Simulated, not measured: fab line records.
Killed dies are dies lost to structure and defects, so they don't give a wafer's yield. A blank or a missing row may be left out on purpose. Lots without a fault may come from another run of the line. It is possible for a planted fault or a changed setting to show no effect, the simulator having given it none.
Lot-split experiment    flow n5_finfet    route with 1938 steps; 7 lots, 39 wafers read

## SPLIT DETAILS
At N5_BEOL_M11_CVD_75 (deposits Co from CCTBA/H2, target thk 2 nm, time 138.9 s), the setting target_thk_a was moved away from the recipe's 20 angstrom on 15 of the 39 wafers read, by -45.3% to +33.2%. For the rest of the wafers, this setting stayed at what the recipe calls for.

The reading comes from the split's own step.

## THE READING
Co_of_BEOL_M11_CVD_75.thk_nm (the simulator's own value, which no gauge read), in nm, at N5_BEOL_M11_CVD_75 (deposits Co from CCTBA/H2, target thk 2 nm, time 138.9 s). There is no usual value for it anywhere in the file. Average 2.1 nm, standard deviation 0.19 nm, over the 24 wafers here run with the recipe.

wafer   tool, chamber at the split  target_thk_a as run, angstrom  against the recipe  Co_of_BEOL_M11_CVD_75.thk_nm, nm  against lot-mates on the recipe
L075.1  cvd_co-02, 1,0              20                             recipe              1.8                               -
L075.6  cvd_co-02, 1,0              20                             recipe              1.8                               -
L075.2  cvd_co-02, 2                20                             recipe              2                                 -
L082.1  cvd_co-02, 0                20                             recipe              2                                 -
L082.5  cvd_co-02, 0                20                             recipe              2                                 -
L082.2  cvd_co-02, 1                20                             recipe              1.8                               -
L082.4  cvd_co-02, 1                20                             recipe              1.8                               -
L082.3  cvd_co-02, 2                20                             recipe              2.2                               -
L082.6  cvd_co-02, 2                20                             recipe              2.2                               -
L091.1  cvd_co-02, 2,0              20                             recipe              2                                 -
L091.3  cvd_co-02, 2,0              20                             recipe              2                                 -
L091.2  cvd_co-02, 1                20                             recipe              1.8                               -
L091.4  cvd_co-02, 0,1,2            23.96                          +19.8%              2.4                               +0.5
L091.5  cvd_co-02, 0,1,2            23.96                          +19.8%              2.4                               +0.5
L091.6  cvd_co-02, 0,1,2            23.96                          +19.8%              2.4                               +0.5
L088.1  cvd_co-01, 2                12.22                          -38.9%              1.2                               -1.0
L088.2  cvd_co-01, 0                12.22                          -38.9%              1.6                               -0.6
L088.3  cvd_co-01, 2                12.22                          -38.9%              1.4                               -0.8
L088.4  cvd_co-01, 0,0,2            20                             recipe              2.2                               -
L088.5  cvd_co-01, 0,0,2            20                             recipe              2.2                               -
L088.6  cvd_co-01, 0,0,2            20                             recipe              2.2                               -
L092.1  cvd_co-02, 0,2              20                             recipe              2.2                               -
L092.5  cvd_co-02, 0,2              20                             recipe              2.2                               -
L092.2  cvd_co-02, 1                14.54                          -27.3%              1.4                               -0.7
L092.3  cvd_co-02, 2,0              14.54                          -27.3%              1.6                               -0.5
L092.4  cvd_co-02, 2,0              14.54                          -27.3%              1.6                               -0.5
L092.6  cvd_co-02, 1                20                             recipe              1.8                               -
L094.1  cvd_co-01, 0,2              20                             recipe              2.2                               -
L094.4  cvd_co-01, 0,2              20                             recipe              2.2                               -
L094.2  cvd_co-01, 1,2,1            26.64                          +33.2%              2.8                               +0.5
L094.3  cvd_co-01, 1,2,1            26.64                          +33.2%              2.8                               +0.5
L094.5  cvd_co-01, 1,2,1            26.64                          +33.2%              2.8                               +0.5
L094.6  cvd_co-01, 0                20                             recipe              2.4                               -
L097.1  cvd_co-01, 2,1              20                             recipe              2.2                               -
L097.6  cvd_co-01, 2,1              20                             recipe              2.2                               -
L097.2  cvd_co-01, 1,0,2            10.94                          -45.3%              1.2                               -1.1
L097.3  cvd_co-01, 1,0,2            10.94                          -45.3%              1.2                               -1.1
L097.5  cvd_co-01, 1,0,2            10.94                          -45.3%              1.2                               -1.1
L097.4  cvd_co-01, 0                20                             recipe              2.4                               -
If several chambers appear in one row, that row covers several wafers at once and the file leaves open which wafer was in which chamber.

THE FIT
A straight line over all 39 wafers: Co_of_BEOL_M11_CVD_75.thk_nm changes by +0.0192 nm for each +1% of target_thk_a; r = +0.93; the points scatter about the line by 0.17 nm.
The same after taking each lot's own level away (the mean of its wafers on the recipe; 39 wafers): +0.0207 nm for each +1%; r = +0.96; scatter 0.13 nm.
The reading moves by 0.94 nm for the largest change in target_thk_a, on that fit.
Measured against the standard deviation above, the lots' own levels, which go from 1.87 to 2.27 nm, span 2.1 times it.
Hence the lot-to-lot level has little effect on the slope; both slopes agree.
Check: -0.935 nm against its lot-mates is what the line predicts for one of the wafers moved furthest among these (-45.3%) when that wafer is left out of the fit. It came out at -1.07 nm against them.

## OTHER SPLITS ON THESE WAFERS
Before the reading, these wafers also passed through other splits. Each is held against what the fit with the lots' levels taken away leaves over:
other split on the same wafers            wafers away from the commonest value  r with Co_of_BEOL_M11_CVD_75.thk_nm (lot level and that fit taken away)
N5_BEOL_M5_TRENCH_ETCH_37 target_depth_a  18                                    +0.06
N5_BEOL_M6_CVD_78 target_thk_a            15                                    +0.08
N5_BEOL_M10_ETCH_62 time_s                12                                    +0.03

## THE FILE'S OWN FIT
Co_of_BEOL_M11_CVD_75.thk_nm changes by +0.0208 nm for each +1% of target_thk_a, r = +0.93.
